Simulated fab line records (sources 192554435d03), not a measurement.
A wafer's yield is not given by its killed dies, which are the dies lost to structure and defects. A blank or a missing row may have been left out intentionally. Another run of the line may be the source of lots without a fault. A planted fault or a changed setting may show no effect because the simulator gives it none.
Which tool did it?    flow n5-finfet    Sampling: 24 lots, 72 wafers, 6 of 1938 route steps

WHAT THE GAUGES READ, wafer by wafer
The record lacks any reading of a measuring or inspecting step that a usual standard deviation could be used to judge.

TOOL THAT RAN EACH LOT (tool first, then ch and the chambers of the sampled wafers, then the start)
lot   N5_BEOL_M2_ANNEAL_82          N5_BEOL_M2_SPUTTER_96         N5_BEOL_M3_ANNEAL_91          N5_BEOL_M3_ANNEAL_51              N5_BEOL_M4_PECVD_72              N5_BEOL_M4_ETCH_64
L074  pvd-sputter-03, day 6 18:12   pvd-sputter-03, day 6 19:26   pvd-sputter-02, day 7 03:29   rtp-anneal-02 ch 0, day 7 04:29   pecvd-04 ch 0,1, day 7 05:42     rie-diel-03 ch 0,2, day 7 08:17
L076  pvd-sputter-02, day 7 05:59   pvd-sputter-02, day 7 07:14   pvd-sputter-02, day 7 13:56   rtp-anneal-02 ch 0, day 7 14:43   pecvd-04 ch 0,1, day 7 15:45     rie-diel-05 ch 0,2, day 7 17:48
L075  pvd-sputter-03, day 7 07:41   pvd-sputter-03, day 7 08:56   pvd-sputter-02, day 7 16:05   rtp-anneal-02 ch 0, day 7 16:52   pecvd-03 ch 0,1,2, day 7 18:01   rie-diel-05 ch 0,1,3, day 7 19:15
L077  pvd-sputter-01, day 8 01:04   pvd-sputter-01, day 8 06:02   pvd-sputter-03, day 8 15:15   rtp-anneal-01 ch 0, day 8 16:04   pecvd-04 ch 1,2, day 8 17:02     rie-diel-06 ch 0,1, day 8 18:37
L079  pvd-sputter-02, day 8 08:26   pvd-sputter-02, day 8 09:41   pvd-sputter-01, day 8 19:17   rtp-anneal-01 ch 0, day 8 20:09   pecvd-04 ch 0,2, day 8 21:07     rie-diel-06 ch 0,1,3, day 8 22:16
L078  pvd-sputter-03, day 8 09:32   pvd-sputter-03, day 8 10:46   pvd-sputter-03, day 8 19:44   rtp-anneal-02 ch 0, day 8 20:31   pecvd-04 ch 1,2, day 8 21:38     rie-diel-06 ch 0,1,3, day 8 22:53
L080  pvd-sputter-01, day 8 13:38   pvd-sputter-01, day 8 14:52   pvd-sputter-02, day 8 22:54   rtp-anneal-01 ch 0, day 8 23:41   pecvd-01 ch 0,1,2, day 9 00:43   rie-diel-03 ch 1,2,3, day 9 03:36
L081  pvd-sputter-01, day 8 16:02   pvd-sputter-01, day 8 17:16   pvd-sputter-03, day 9 01:24   rtp-anneal-01 ch 0, day 9 02:16   pecvd-03 ch 0,1, day 9 03:11     rie-diel-03 ch 1,2, day 9 04:10
L082  pvd-sputter-03, day 8 16:28   pvd-sputter-03, day 8 17:43   pvd-sputter-01, day 9 02:11   rtp-anneal-01 ch 0, day 9 02:57   pecvd-03 ch 0,1, day 9 03:58     rie-diel-05 ch 0,1,3, day 9 04:47
L083  pvd-sputter-02, day 8 20:18   pvd-sputter-02, day 8 21:32   pvd-sputter-03, day 9 05:17   rtp-anneal-01 ch 0, day 9 06:06   pecvd-01 ch 0,2, day 9 07:05     rie-diel-05 ch 1,2,3, day 9 11:43
L084  pvd-sputter-01, day 8 23:26   pvd-sputter-01, day 9 00:41   pvd-sputter-02, day 9 08:31   rtp-anneal-02 ch 0, day 9 09:28   pecvd-01 ch 0,1,2, day 9 10:46   rie-diel-06 ch 0,1,3, day 9 12:04
L085  pvd-sputter-01, day 9 12:41   pvd-sputter-01, day 9 13:56   pvd-sputter-02, day 10 04:28  rtp-anneal-01 ch 0, day 10 05:14  pecvd-03 ch 0,1,2, day 10 06:32  rie-diel-06 ch 1,2,3, day 10 07:13
L086  pvd-sputter-01, day 10 01:32  pvd-sputter-01, day 10 04:27  pvd-sputter-01, day 10 15:14  rtp-anneal-01 ch 0, day 10 16:01  pecvd-01 ch 0,2, day 10 17:10    rie-diel-03 ch 0,2,3, day 10 19:51
L087  pvd-sputter-03, day 10 06:25  pvd-sputter-03, day 10 07:40  pvd-sputter-03, day 10 18:13  rtp-anneal-01 ch 0, day 10 18:59  pecvd-03 ch 0,1,2, day 10 20:04  rie-diel-05 ch 1,2, day 10 22:34
L088  pvd-sputter-02, day 10 09:41  pvd-sputter-02, day 10 10:56  pvd-sputter-01, day 10 18:13  rtp-anneal-02 ch 0, day 10 19:02  pecvd-04 ch 0,1,2, day 10 20:01  rie-diel-05 ch 1,2, day 10 22:20
L089  pvd-sputter-02, day 10 17:48  pvd-sputter-02, day 10 19:02  pvd-sputter-02, day 11 05:02  rtp-anneal-01 ch 0, day 11 05:51  pecvd-04 ch 0,1, day 11 06:49    rie-diel-05 ch 0,1, day 11 07:53
L090  pvd-sputter-03, day 10 20:01  pvd-sputter-03, day 10 21:15  pvd-sputter-03, day 11 05:38  rtp-anneal-01 ch 0, day 11 06:35  pecvd-03 ch 0,1,2, day 11 07:40  rie-diel-03 ch 1,2,3, day 11 08:20
L091  pvd-sputter-02, day 10 20:41  pvd-sputter-02, day 10 21:55  pvd-sputter-02, day 11 06:57  rtp-anneal-01 ch 0, day 11 07:44  pecvd-01 ch 0,1, day 11 08:46    rie-diel-05 ch 0,1, day 11 11:13
L092  pvd-sputter-03, day 11 08:55  pvd-sputter-03, day 11 10:10  pvd-sputter-02, day 11 16:50  rtp-anneal-02 ch 0, day 11 17:37  pecvd-03 ch 0,1,2, day 11 18:40  rie-diel-06 ch 0,1,2, day 11 19:19
L093  pvd-sputter-02, day 11 12:58  pvd-sputter-02, day 11 14:12  pvd-sputter-03, day 11 23:04  rtp-anneal-01 ch 0, day 11 23:53  pecvd-01 ch 0,1, day 12 00:52    rie-diel-03 ch 2,3, day 12 02:58
L094  pvd-sputter-01, day 11 22:01  pvd-sputter-01, day 11 23:15  pvd-sputter-02, day 12 07:58  rtp-anneal-01 ch 0, day 12 09:00  pecvd-04 ch 0,1,2, day 12 09:56  rie-diel-03 ch 1,3, day 12 11:18
L095  pvd-sputter-01, day 12 00:29  pvd-sputter-01, day 12 01:44  pvd-sputter-01, day 12 16:10  rtp-anneal-01 ch 0, day 12 16:56  pecvd-04 ch 0,1,2, day 12 18:03  rie-diel-05 ch 0,1,2, day 12 19:29
L096  pvd-sputter-03, day 12 02:16  pvd-sputter-03, day 12 05:41  pvd-sputter-01, day 12 21:25  rtp-anneal-02 ch 0, day 12 22:11  pecvd-03 ch 0,2, day 12 23:29    rie-diel-06 ch 0,3, day 13 01:59
L097  pvd-sputter-02, day 12 15:29  pvd-sputter-02, day 12 16:44  pvd-sputter-03, day 13 01:11  rtp-anneal-02 ch 0, day 13 01:59  pecvd-01 ch 0,1, day 13 03:14    rie-diel-03 ch 0,3, day 13 06:07
- N5_BEOL_M2_ANNEAL_82: time 240 s.
- N5_BEOL_M2_SPUTTER_96: material Cu, target thk 4.5 nm, time 8.29 s.
- N5_BEOL_M3_ANNEAL_91: time 240 s.
- N5_BEOL_M3_ANNEAL_51: time 90 s.
- N5_BEOL_M4_PECVD_72: deposits SiO2 from TEOS/O2, target thk 16 nm, time 18 s.
- N5_BEOL_M4_ETCH_64: etches SOC in N2/H2, target depth 75 nm, overetch 22.5 nm, time 121.9 s.

WHAT THE TOOLS THEMSELVES READ (means of the sampled wafers that have a number; where no wafer has one, the mark that the record gives instead)
N5_BEOL_M2_ANNEAL_82.
lot   tool            heater-power-w (W)  susceptor_temp_C_max
L074  pvd-sputter-03  717                 401.0
L076  pvd-sputter-02  981                 401.6
L075  pvd-sputter-03  755                 400.7
L077  pvd-sputter-01  952                 401.6
L079  pvd-sputter-02  893                 401.1
L078  pvd-sputter-03  833                 400.4
L080  pvd-sputter-01  918                 401.4
L081  pvd-sputter-01  930                 401.6
L082  pvd-sputter-03  813                 400.9
L083  pvd-sputter-02  944                 401.3
L084  pvd-sputter-01  972                 401.5
L085  pvd-sputter-01  989                 401.3
L086  pvd-sputter-01  975                 401.1
L087  pvd-sputter-03  840                 400.8
L088  pvd-sputter-02  952                 401.4
L089  pvd-sputter-02  920                 401.1
L090  pvd-sputter-03  808                 400.8
L091  pvd-sputter-02  813                 401.2
L092  pvd-sputter-03  805                 400.9
L093  pvd-sputter-02  894                 401.3
L094  pvd-sputter-01  974                 401.6
L095  pvd-sputter-01  989                 401.6
L096  pvd-sputter-03  901                 400.6
L097  pvd-sputter-02  996                 401.3

N5_BEOL_M2_SPUTTER_96.
lot   tool            throttle-valve-pct (%)
L074  pvd-sputter-03  29.7
L076  pvd-sputter-02  30.6
L075  pvd-sputter-03  29.0
L077  pvd-sputter-01  30.1
L079  pvd-sputter-02  29.8
L078  pvd-sputter-03  28.6
L080  pvd-sputter-01  30.8
L081  pvd-sputter-01  30.1
L082  pvd-sputter-03  29.3
L083  pvd-sputter-02  30.3
L084  pvd-sputter-01  31.2
L085  pvd-sputter-01  31.2
L086  pvd-sputter-01  31.2
L087  pvd-sputter-03  28.6
L088  pvd-sputter-02  29.8
L089  pvd-sputter-02  31.1
L090  pvd-sputter-03  30.1
L091  pvd-sputter-02  30.6
L092  pvd-sputter-03  29.4
L093  pvd-sputter-02  30.5
L094  pvd-sputter-01  30.7
L095  pvd-sputter-01  30.6
L096  pvd-sputter-03  29.9
L097  pvd-sputter-02  30.0

N5_BEOL_M3_ANNEAL_91.
lot   tool            heater-power-w (W)  susceptor_temp_C_max
L074  pvd-sputter-02  820                 401.2
L076  pvd-sputter-02  947                 401.6
L075  pvd-sputter-02  812                 401.5
L077  pvd-sputter-03  895                 400.6
L079  pvd-sputter-01  1004                401.6
L078  pvd-sputter-03  809                 400.9
L080  pvd-sputter-02  998                 401.8
L081  pvd-sputter-03  809                 400.9
L082  pvd-sputter-01  1039                401.2
L083  pvd-sputter-03  816                 400.8
L084  pvd-sputter-02  864                 401.4
L085  pvd-sputter-02  989                 401.4
L086  pvd-sputter-01  976                 401.3
L087  pvd-sputter-03  875                 400.8
L088  pvd-sputter-01  869                 401.4
L089  pvd-sputter-02  925                 401.3
L090  pvd-sputter-03  807                 401.1
L091  pvd-sputter-02  988                 401.6
L092  pvd-sputter-02  940                 401.2
L093  pvd-sputter-03  804                 400.8
L094  pvd-sputter-02  1056                401.3
L095  pvd-sputter-01  944                 401.4
L096  pvd-sputter-01  940                 401.8
L097  pvd-sputter-03  879                 401.0

N5_BEOL_M3_ANNEAL_51.
lot   tool           wafer_temp_C_max
L074  rtp-anneal-02  225.89
L076  rtp-anneal-02  226.03
L075  rtp-anneal-02  225.83
L077  rtp-anneal-01  225.93
L079  rtp-anneal-01  226.09
L078  rtp-anneal-02  225.96
L080  rtp-anneal-01  225.99
L081  rtp-anneal-01  226.06
L082  rtp-anneal-01  225.68
L083  rtp-anneal-01  225.98
L084  rtp-anneal-02  225.97
L085  rtp-anneal-01  225.78
L086  rtp-anneal-01  226.22
L087  rtp-anneal-01  225.77
L088  rtp-anneal-02  225.80
L089  rtp-anneal-01  226.01
L090  rtp-anneal-01  225.84
L091  rtp-anneal-01  225.69
L092  rtp-anneal-02  225.61
L093  rtp-anneal-01  225.91
L094  rtp-anneal-01  225.94
L095  rtp-anneal-01  225.86
L096  rtp-anneal-02  225.96
L097  rtp-anneal-02  225.63

N5_BEOL_M4_PECVD_72.
lot   tool      heater-power-w (W)  showerhead-plenum-p-Torr (Torr)  showerhead-vpp-V (V)  throttle-valve-pct (%)
L074  pecvd-04  735                 8.75                             1224                  22.9
L076  pecvd-04  736                 8.73                             1211                  22.9
L075  pecvd-03  632                 8.82                             1340                  22.3
L077  pecvd-04  754                 8.85                             1300                  21.5
L079  pecvd-04  757                 8.85                             1299                  20.5
L078  pecvd-04  739                 8.82                             1277                  22.8
L080  pecvd-01  728                 8.81                             1301                  22.4
L081  pecvd-03  734                 8.82                             1336                  23.0
L082  pecvd-03  715                 8.85                             1363                  23.2
L083  pecvd-01  639                 8.81                             1311                  22.5
L084  pecvd-01  741                 8.80                             1307                  22.2
L085  pecvd-03  709                 8.81                             1339                  22.2
L086  pecvd-01  622                 8.82                             1315                  22.5
L087  pecvd-03  667                 8.81                             1339                  22.4
L088  pecvd-04  727                 8.79                             1258                  22.0
L089  pecvd-04  780                 8.76                             1232                  23.7
L090  pecvd-03  670                 8.82                             1330                  22.3
L091  pecvd-01  817                 8.80                             1277                  22.3
L092  pecvd-03  710                 8.81                             1346                  22.4
L093  pecvd-01  709                 8.77                             1262                  22.1
L094  pecvd-04  705                 8.78                             1270                  22.2
L095  pecvd-04  741                 8.80                             1260                  22.2
L096  pecvd-03  654                 8.76                             1321                  22.3
L097  pecvd-01  691                 8.77                             1281                  21.9

N5_BEOL_M4_ETCH_64.
lot   tool         drypump-motor-current-A (A)  h2-flow-sccm (sccm)  n2-flow-sccm (sccm)  oes-product-au (a.u.)  rf-vpp-V (V)  showerhead-plenum-p-Torr (Torr)  temp-c (C)  throttle-valve-pct (%)
L074  rie-diel-03  6.2                          198.8                200.3                0.60                   521.6         2.45                             40.04       17.75
L076  rie-diel-05  5.7                          200.2                200.0                0.56                   525.3         2.56                             40.02       17.69
L075  rie-diel-05  5.4                          200.2                199.5                0.60                   523.1         2.51                             39.92       17.84
L077  rie-diel-06  5.3                          199.9                199.9                0.56                   525.0         2.56                             40.04       17.61
L079  rie-diel-06  5.6                          200.1                200.3                0.56                   523.8         2.52                             40.02       17.73
L078  rie-diel-06  5.7                          199.9                200.0                0.55                   523.4         2.52                             40.06       17.73
L080  rie-diel-03  5.7                          200.1                200.0                0.64                   522.4         2.51                             40.04       17.84
L081  rie-diel-03  5.9                          199.2                199.4                0.61                   522.0         2.49                             39.91       17.94
L082  rie-diel-05  5.4                          199.7                199.8                0.59                   522.9         2.51                             39.94       17.86
L083  rie-diel-05  5.4                          200.5                199.6                0.59                   523.4         2.54                             39.85       17.75
L084  rie-diel-06  5.6                          199.8                199.8                0.55                   523.7         2.51                             40.13       17.73
L085  rie-diel-06  5.9                          200.2                200.3                0.60                   523.5         2.55                             40.06       17.55
L086  rie-diel-03  6.0                          200.0                199.4                0.60                   519.9         2.45                             39.98       17.83
L087  rie-diel-05  5.5                          199.4                200.9                0.55                   525.3         2.59                             40.10       17.65
L088  rie-diel-05  5.3                          200.0                199.8                0.54                   523.7         2.55                             40.03       17.79
L089  rie-diel-05  5.5                          200.5                199.3                0.53                   522.7         2.51                             39.88       17.89
L090  rie-diel-03  5.7                          200.1                200.3                0.62                   523.9         2.50                             40.02       17.88
L091  rie-diel-05  5.4                          200.2                199.5                0.54                   523.9         2.52                             40.03       17.92
L092  rie-diel-06  5.3                          199.8                199.7                0.65                   525.0         2.61                             39.94       17.53
L093  rie-diel-03  6.0                          199.9                200.3                0.57                   521.0         2.44                             40.10       17.93
L094  rie-diel-03  5.4                          200.1                199.8                0.66                   524.8         2.55                             39.84       17.85
L095  rie-diel-05  5.5                          200.0                200.2                0.54                   524.0         2.54                             39.94       17.79
L096  rie-diel-06  6.0                          200.0                199.8                0.58                   521.3         2.46                             40.02       17.75
L097  rie-diel-03  5.9                          199.6                200.2                0.59                   522.1         2.44                             39.99       17.75

THE ANSWER, worked out from the rows above alone
Rule: what is usual is taken from the lots themselves. The widest of any qualifying gaps counts: lots, ordered by their means at a reading, are off when they make up no more than a third of the lots, leave a main group of 4 or more, and stand apart from it by 3 or more times the standard deviation of that group's means. If all means in a main group match to the digits the tables above print for the reading, that group is not used. Also off: a lot with no number at a reading for which 4 or more lots have one. The other lots that the step has rows for count as sound. The gauges are gone through in route order, then the tools' own readings, and for those a lot's mean is taken as printed above. The first step at which some lot is off is used, and at that step the reading that is off furthest; a lot without a number counts as furthest.
None of the lots is off at any reading shown; this tells nothing.

WHAT THE SIMULATOR PUT IN
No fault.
